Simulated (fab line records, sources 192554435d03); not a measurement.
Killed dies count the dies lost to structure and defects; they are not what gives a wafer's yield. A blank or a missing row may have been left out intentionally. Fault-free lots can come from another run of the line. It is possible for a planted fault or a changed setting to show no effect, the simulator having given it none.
Chamber matching ; flow n5 finfet ; N5_GATE_CUT_ETCH_37 on rie diel-06 has 4 sister chambers
The step etches SOC in N2/H2, target depth 60 nm, overetch 12 nm, time 90 s. 4 wafers are shown with their chamber, then 10 later ones without.

EACH WAFER AND ITS CHAMBER
wafer;chamber;throttle valve pct (%)
L086.1;3;18.11
L086.2;1;17.43
L088.1;0;18.15
L088.3;2;18.09

WAFERS WITH NO CHAMBER GIVEN
wafer;throttle valve pct (%)
L088.4;17.45
L089.1;18.11
L089.3;17.43
L089.6;18.13
L094.1;18.13
L094.2;17.46
L094.5;17.69
L095.2;17.69
L095.3;18.12
L095.4;17.47

CHAMBER TAKEN BY EACH
wafer;from the rows above;in truth
L088.4;1;1
L089.1;can't be placed: 3 or 2 or 0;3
L089.3;1;1
L089.6;can't be placed: 0 or 3 or 2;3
L094.1;can't be placed: 0 or 3 or 2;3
L094.2;1;1
L094.5;can't be placed: 1 or 2 or 3 or 0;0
L095.2;can't be placed: 1 or 2 or 3 or 0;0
L095.3;can't be placed: 3 or 0 or 2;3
L095.4;1;1
4 of 10 placed correctly. Cannot be placed on the basis of these rows: 6; the candidates contain the true chamber in 6. Number placed wrongly: 0.
How it was worked out, from the rows above alone: a wafer's distance from a chamber is the root of the sum, over the readings, of the square of ((its reading less the chamber's mean) divided by the reading's scatter). If the next closest chamber is less than 2 further off than the closest, the wafer can't be placed; otherwise it belongs to the closest. For every chamber, the mean is computed from those of its wafers that are shown. The scatter (one wafer shown for each chamber): square how far every hidden wafer sits from the nearest shown wafer, average those squares and take the square root.
